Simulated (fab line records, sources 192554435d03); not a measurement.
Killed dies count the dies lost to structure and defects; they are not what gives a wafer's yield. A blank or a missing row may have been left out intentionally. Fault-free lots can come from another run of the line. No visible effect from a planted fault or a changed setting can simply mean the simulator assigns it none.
Which tool is to blame?    flow n5-finfet    8 lots with 24 wafers sampled at 9 steps, on a route of 1938 steps

## WHAT THE GAUGES READ, wafer by wafer
N5_FIN_SAQP_THK_MEAS_07.
lot   measured     on             thk-nm (nm)
L971  day 1 20:44  film-metro-02  59.0 59.6 59.5
L973  day 2 10:39  film-metro-02  58.6 59.4 59.8
L974  day 2 15:31  film-metro-01  59.7 61.5 61.2
L976  day 3 02:55  film-metro-02  59.5 58.9 60.8
L979  day 3 21:28  film-metro-02  59.2 61.4 59.5
L986  day 5 15:08  film-metro-01  59.4 59.2 59.5
L989  day 6 10:44  film-metro-02  59.1 60.3 59.6
L994  day 7 15:49  film-metro-02  58.9 58.9 59.4

N5_FIN_SAQP_INSPECT_18: inspects for defects (brightfield).
lot   measured     on                 raw-defect-count
L971  day 1 21:11  defect-inspect-01  355 335 438
L973  day 2 11:05  defect-inspect-02  217 330 337
L974  day 2 15:56  defect-inspect-02  506 295 338
L976  day 3 03:21  defect-inspect-01  1069 1063 974
L979  day 3 22:01  defect-inspect-02  1319 1333 1077
L986  day 5 15:41  defect-inspect-02  456 358 417
L989  day 6 11:09  defect-inspect-02  328 407 446
L994  day 7 16:40  defect-inspect-01  593 543 355

N5_FIN_SAQP_INSPECT_40: inspects for defects (brightfield).
lot   measured     on                 raw-defect-count
L971  day 2 01:33  defect-inspect-02  135 154 149
L973  day 2 15:52  defect-inspect-01  193 246 190
L974  day 2 20:34  defect-inspect-02  168 98 101
L976  day 3 07:49  defect-inspect-02  947 884 884
L979  day 4 04:34  defect-inspect-01  937 1042 979
L986  day 5 20:28  defect-inspect-01  341 216 271
L989  day 6 16:17  defect-inspect-01  196 267 95
L994  day 7 20:55  defect-inspect-01  181 241 197

N5_FIN_CUT_INSPECT_10: inspects for defects (brightfield).
lot   measured     on                 raw-defect-count
L971  day 2 02:04  defect-inspect-01  32 34 31
L973  day 2 16:16  defect-inspect-02  35 58 21
L974  day 2 21:04  defect-inspect-02  32 24 27
L976  day 3 08:20  defect-inspect-02  760 776 755
L979  day 4 05:05  defect-inspect-02  791 828 825
L986  day 5 20:52  defect-inspect-02  51 32 49
L989  day 6 16:45  defect-inspect-01  36 41 23
L994  day 7 21:26  defect-inspect-01  29 40 36

N5_FIN_CUT_INSPECT_17: inspects for defects (brightfield).
lot   measured     on                 raw-defect-count
L971  day 2 03:01  defect-inspect-01  150 161 173
L973  day 2 17:14  defect-inspect-01  201 273 199
L974  day 2 22:08  defect-inspect-01  169 105 114
L976  day 3 09:56  defect-inspect-02  942 886 884
L979  day 4 06:03  defect-inspect-02  926 1027 969
L986  day 5 22:22  defect-inspect-02  310 213 273
L989  day 6 18:03  defect-inspect-02  184 236 100
L994  day 7 22:38  defect-inspect-01  182 238 202

N5_BEOL_M4_RC_MEAS_101.
lot   measured      on         DIBL_N (mV/V)   DIBL_P (mV/V)   IOFF_N (nA/um)     IOFF_P (nA/um)     ION_N (uA/um)  ION_P (uA/um)  SS_N (mV/dec)   SS_P (mV/dec)   VT_N (mV)          VT_P (mV)
L971  day 7 14:05   prober-01  36.3 35.6 36.4  35.8 34.9 35.2  0.162 0.149 0.160  0.194 0.182 0.188  674 654 655    458 449 453    71.9 71.7 71.4  73.4 73.3 74.0  249.4 250.6 249.2  -251.8 -255.3 -251.0
L973  day 9 02:45   prober-01  35.1 34.0 35.6  36.3 34.5 37.5  0.140 0.123 0.162  0.184 0.166 0.199  657 662 678    452 454 459    71.0 71.6 71.6  72.7 72.7 73.4  250.2 251.7 249.5  -253.4 -255.6 -253.3
L974  day 8 06:36   prober-02  37.0 35.4 34.7  37.7 36.0 35.2  0.187 0.150 0.138  0.214 0.183 0.173  688 673 665    461 456 456    72.5 71.9 71.7  73.3 73.1 72.8  246.9 251.1 250.6  -248.0 -253.8 -253.1
L976  day 9 13:40   prober-01  37.4 37.9 36.1  37.3 38.3 36.5  0.179 0.193 0.152  0.263 0.274 0.238  691 672 689    480 466 474    71.8 72.1 71.8  73.7 74.0 73.6  247.9 243.3 246.9  -244.0 -242.7 -246.4
L979  day 10 18:01  prober-01  36.1 35.7 37.2  37.7 37.2 39.5  0.172 0.164 0.199  0.219 0.210 0.248  683 677 689    464 464 465    71.6 72.1 72.6  73.4 73.6 75.0  248.2 248.6 244.6  -248.6 -251.2 -247.5
L986  day 11 19:55  prober-02  36.7 35.7 34.9  37.1 36.7 35.7  0.162 0.147 0.131  0.224 0.218 0.195  672 673 666    470 466 462    71.6 71.1 71.6  73.3 73.3 73.3  249.7 252.8 253.9  -247.1 -246.9 -247.2
L989  day 12 16:58  prober-01  33.7 32.4 34.8  35.5 33.5 36.5  0.131 0.114 0.151  0.181 0.160 0.200  664 662 660    458 455 454    71.2 71.1 70.9  72.7 72.2 73.3  252.4 254.5 249.7  -252.3 -253.9 -249.8
L994  day 13 19:11  prober-02  36.3 36.1 38.6  38.1 38.3 40.1  0.159 0.160 0.200  0.214 0.214 0.258  680 672 682    465 465 469    71.2 71.2 72.3  73.8 73.3 74.7  251.0 251.5 247.2  -251.5 -250.7 -249.7

## WHICH TOOL RAN EACH LOT (tool, then ch and the chambers of the sampled wafers, then the start)
lot   N5_FIN_SAQP_HM_DEP_03           N5_FIN_SAQP_RECESS_75              N5_FIN_SAQP_SPACER1_ALD_24
L971  pecvd-01 ch 0,1,2, day 1 20:27  vapor-etch-02 ch 0,1, day 1 21:56  ald-sin-02 ch 1,2, day 1 22:27
L973  pecvd-01 ch 0,1,2, day 2 10:17  vapor-etch-01 ch 0,1, day 2 11:52  ald-sin-04 ch 0,1,3, day 2 12:22
L974  pecvd-02 ch 0,1, day 2 15:12    vapor-etch-02 ch 0,1, day 2 16:54  ald-sin-04 ch 1,2,3, day 2 17:20
L976  pecvd-01 ch 0,1,2, day 3 02:34  vapor-etch-02 ch 0,1, day 3 04:07  ald-sin-01 ch 0,3, day 3 04:29
L979  pecvd-01 ch 0,1, day 3 21:11    vapor-etch-02 ch 0,1, day 4 00:22  ald-sin-02 ch 1,2,3, day 4 00:56
L986  pecvd-04 ch 0,2, day 5 14:51    vapor-etch-01 ch 0,1, day 5 16:26  ald-sin-02 ch 1,2,3, day 5 17:21
L989  pecvd-04 ch 0,1,2, day 6 10:26  vapor-etch-02 ch 0, day 6 12:11    ald-sin-02 ch 0,2,3, day 6 12:35
L994  pecvd-04 ch 1,2, day 7 15:27    vapor-etch-01 ch 0,1, day 7 17:26  ald-sin-02 ch 1,2, day 7 17:49
- N5_FIN_SAQP_HM_DEP_03: deposits SiNx from SiH4/NH3/N2, target thk 38 nm, time 33.6 s.
- N5_FIN_SAQP_RECESS_75: chemistry HF/NH3, target SiO2, target depth 14.4 nm, afs cycles 3, sublimation time 60 s.
- N5_FIN_SAQP_SPACER1_ALD_24: deposits SiO2, target thk 20.3 nm, pulse time 1 s, purge time 2 s.

## AS READ BY THE TOOLS THEMSELVES (means over the sampled wafers that have a number; for cases with no such wafer, the mark the record gives instead)
N5_FIN_SAQP_HM_DEP_03.
lot   tool      heater-power-w (W)  showerhead-plenum-p-Torr (Torr)  throttle-valve-pct (%)
L971  pecvd-01  615                 5.17                             39.8
L973  pecvd-01  633                 5.16                             39.8
L974  pecvd-02  769                 5.14                             40.9
L976  pecvd-01  568                 5.17                             39.6
L979  pecvd-01  649                 5.15                             39.9
L986  pecvd-04  790                 5.13                             40.1
L989  pecvd-04  695                 5.12                             41.2
L994  pecvd-04  684                 5.11                             42.5

N5_FIN_SAQP_RECESS_75.
lot   tool           drypump-motor-current-A (A)
L971  vapor-etch-02  5.69
L973  vapor-etch-01  5.78
L974  vapor-etch-02  5.60
L976  vapor-etch-02  5.61
L979  vapor-etch-02  5.70
L986  vapor-etch-01  5.77
L989  vapor-etch-02  5.76
L994  vapor-etch-01  5.70

N5_FIN_SAQP_SPACER1_ALD_24.
lot   tool        heater-power-w (W)  precursor-pulse-height-rel
L971  ald-sin-02  472                 1.016
L973  ald-sin-04  445                 0.980
L974  ald-sin-04  440                 0.993
L976  ald-sin-01  531                 0.994
L979  ald-sin-02  491                 0.999
L986  ald-sin-02  490                 1.003
L989  ald-sin-02  506                 1.011
L994  ald-sin-02  473                 1.006

## THE ANSWER, worked out from the rows above alone
Rule: the lots themselves supply what counts as usual. Put in order of their means at a reading, lots are off if they are a third of the lots or fewer, leave a main group of 4 or more, and stand apart from it by a gap of 3 or more times the standard deviation of the main group's means; of several such gaps the widest counts. A main group whose means are all the same, to the digits that the tables above print for the reading, isn't used. A lot without any number at a reading at which 4 lots or more have one is off too. The other lots that the step has rows for count as sound. First the gauges in route order, then the tools' own readings, where a lot's mean is used as printed above. At the first step where some lot is off, the reading lying furthest off is the one used; lots without a number count as furthest.
Off, at N5_FIN_SAQP_INSPECT_18 on raw-defect-count: L976, L979. Main group: mean 392, sd 60.
A tool fits if, at a process step before that reading, it ran every lot that is off, and no sound lot after the first of them. Gauges at N5_FIN_SAQP_INSPECT_18: tried the same way as those tools. One fits: pecvd-01 at N5_FIN_SAQP_HM_DEP_03. A fault onset in the window from L973 (day 2 10:17, its last sound lot) to L976 (day 3 02:34, its first lot off) fits.

## WHAT WAS PUT IN BY THE SIMULATOR
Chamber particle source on pecvd-01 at N5_FIN_SAQP_HM_DEP_03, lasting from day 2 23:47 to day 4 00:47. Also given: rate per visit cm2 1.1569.
Lots struck among those shown: L976, L979. The rule above found the same.
